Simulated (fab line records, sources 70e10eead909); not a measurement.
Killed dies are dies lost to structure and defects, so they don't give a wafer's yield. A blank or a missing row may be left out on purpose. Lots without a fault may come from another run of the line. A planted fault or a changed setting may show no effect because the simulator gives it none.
Chamber matching | flow nand_harc | NHARC_P_GATE_DEP_103 on pecvd-01: 3 sister chambers
The step deposits SiON, target thk 30 nm. 3 wafers are shown with their chamber, then 7 later ones without.

WAFERS WITH THEIR CHAMBER
wafer  | chamber | heater_power_w (W)
L580.5 | 2       | 680
L589.3 | 0       | 723
L589.4 | 1       | 952

WAFERS WITHOUT THEIR CHAMBER
wafer  | heater_power_w (W)
L589.6 | 722
L590.1 | 666
L590.2 | 936
L590.6 | 946
L593.2 | 625
L593.3 | 679
L593.4 | 646

WHICH CHAMBER EACH WENT THROUGH
wafer  | from the rows above     | in truth
L589.6 | can't be placed: 0 or 2 | 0
L590.1 | can't be placed: 2 or 0 | 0
L590.2 | 1                       | 1
L590.6 | 1                       | 1
L593.2 | can't be placed: 2 or 0 | 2
L593.3 | can't be placed: 2 or 0 | 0
L593.4 | can't be placed: 2 or 0 | 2
Placed correctly: 2 of 7. Can't be placed from these rows: 5 (the true chamber is among the candidates in 5). Placed wrongly: 0.
How it was worked out, from the rows above alone: a wafer's distance from a chamber is the root of the sum, over the readings, of the square of ((its reading less the chamber's mean) divided by the reading's scatter). The wafer belongs to the nearest chamber; if the next one is less than 2 further off, it can't be placed. A chamber's mean is the mean of its shown wafers. The scatter: with one shown wafer a chamber, the root of the mean of the squares of how far each hidden wafer lies from its nearest shown one.
